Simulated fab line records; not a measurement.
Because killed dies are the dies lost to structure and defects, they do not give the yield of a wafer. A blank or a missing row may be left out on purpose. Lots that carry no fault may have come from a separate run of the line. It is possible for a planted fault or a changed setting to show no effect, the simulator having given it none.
A struck lot beside a sound one    flow n5 finfet    36 out of 1938 route steps
Sound: wafers L208.1, L208.4, L208.5. Struck: wafer L193.1. (L193.2, L193.5 of the same lot were not struck and are left out.) The cause comes at the end.
For every step that has rows: the tool of each side, followed by ch and its chambers, followed by its first start. Under that, the readings that differ: sound wafers    struck wafers    difference of the means    sigmas: that difference in standard deviations of wafers without a fault.
alike: readings whose means differ by less than 2 such deviations, and words and numbers that are the same on both sides. not compared: withheld readings, readings that some wafer has no value for, bounds like >300 that may hide the same value, and numbers for which the record gives no deviation and whose values overlap.
The two part at a step that has a row with sigmas, a row that says differs or no value, or rows on one side only. Numbers that have no deviation but don't overlap get no sigmas and don't part them. Lack of a reading on every wafer of one side parts them only where that side has two or more wafers.

first, 9 steps without rows for these wafers: N5_BEOL_M4_ANNEAL_95 (time 240 s); N5_BEOL_M4_SPUTTER_96 (material Cu, target thk 4.5 nm, time 8.29 s); N5_BEOL_M4_ECD_50 (material Cu, target thk 300 nm); N5_BEOL_M4_ANNEAL_51 (time 90 s); N5_BEOL_M4_CMP_52 (polishes, stops on SiOC, t overpolish 6.8 s, target thk 40 nm); N5_BEOL_M4_PRE_CLEAN_60 (time 15 s); N5_BEOL_M4_CO_CAP_55 (material Co, precursor CCTBA/H2, target thk 2 nm, time 102.1 s); N5_BEOL_M4_PRE_CLEAN_56 (time 15 s); N5_BEOL_M4_DEP_57 (deposits SiCN from 3MS/NH3, target thk 8 nm, time 14 s).
N5_BEOL_M4_RC_MEAS_101:
  sound on prober-01 ch 0, day 14 09:37; struck on prober-02 ch 0, day 10 16:11
  alike: DIBL_N, DIBL_P, IOFF_N, IOFF_P, ION_N, ION_P, SS_N, SS_P, VT_N, VT_P
then, 24 steps without rows for these wafers: N5_BEOL_M5_ILD_DEP_00 (deposits SiCOH lowk from DEMS/porogen, target thk 140.64 nm, time 25.9 s); N5_BEOL_M5_CURE_79 (cures SiCOH lowk, time 240 s); N5_BEOL_M5_PECVD_70 (deposits SiO2 from TEOS/O2, target thk 16 nm, time 18 s); N5_BEOL_M5_HM_DEP_02 (deposits TiN, target thk 20 nm); N5_BEOL_M5_COAT_59 (time 60 s, resist thk 60 nm); N5_BEOL_M5_COAT_60 (time 60 s, resist thk 12 nm); N5_BEOL_M5_COAT_71 (time 60 s, resist thk 5 nm); N5_BEOL_M5_COAT_05 (resist thk 30 nm); N5_BEOL_M5_EBR_07; N5_BEOL_M5_SOFTBAKE_06 (time 60 s); N5_BEOL_M5_EXPOSE_08 (exposes mask M5, target cd 28 nm); N5_BEOL_M5_PEB_09 (peb time 60 s); N5_BEOL_M5_DEVELOP_10 (develop time 30 s); N5_BEOL_M5_DESCUM_16 (chemistry O2, time 7 s); N5_BEOL_M5_ETCH_72 (etches underlayer in N2/H2, target depth 6.5 nm, time 5.2 s); N5_BEOL_M5_ETCH_61 (etches SiARC in CF4, target depth 15.6 nm, time 26 s); N5_BEOL_M5_ETCH_62 (etches SOC in N2/H2, target depth 75 nm, overetch 15 nm, time 112.5 s); N5_BEOL_M5_STRIP_63 (strips in N2/H2); N5_BEOL_M5_STRIP_73 (strips in N2/H2); N5_BEOL_M5_STRIP_64 (strips in CF4); N5_BEOL_M5_HM_OPEN_17 (chemistry Cl2/BCl3, target TiN, target depth 20 nm, overetch 6 nm); N5_BEOL_M5_STRIP_19 (strips in O2); N5_BEOL_M5_COAT_65 (time 60 s, resist thk 60 nm); N5_BEOL_M5_COAT_66 (time 60 s, resist thk 12 nm).
-- here the record skips 3 days between the struck wafers' starts before and after, leaving off in module BEOL_M5 and picking up in module BEOL_M11 (first step shown: number 1575 of the route) --
N5_BEOL_M11_VIA_ETCH_34: etches SiCOH lowk in C4F6/O2, target depth 184.5 nm, time 69.2 s.
  sound on rie diel-01 ch 0,2,3, day 16 12:59; struck on rie diel-05 ch 2, day 13 04:29
reading                                    sound              struck  difference  sigmas
oes product au (a.u.)                      0.79 0.82 0.86     0.62    -0.20       -3
model.etch.depth nm (nm)                   186.6 184.1 189.6  137     -50         
model.SOC_of_BEOL_M11_COAT_63.thk nm (nm)  91.6 92 91.4       93.8    +2.1        
  alike: drypump motor current A, rf vpp V, showerhead plenum p Torr, throttle valve pct
  not compared: rf hours counter h
-- here the record skips 2 days between the struck wafers' starts before and after, leaving off in module BEOL_M11 and picking up in module PASSIVATION (first step shown: number 1936 of the route) --
N5_PASSIVATION_PROBE_49:
  rows exist in the record for the struck wafers here (prober-01, day 15 09:28), but not for the sound ones

WHERE THEY PART
Last at N5_PASSIVATION_PROBE_49 as far as this record goes, first at N5_BEOL_M11_VIA_ETCH_34.

WHY: what had been put in by the simulator
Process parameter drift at N5_BEOL_M11_VIA_ETCH_34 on rie diel-05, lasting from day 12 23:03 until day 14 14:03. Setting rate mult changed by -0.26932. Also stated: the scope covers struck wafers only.
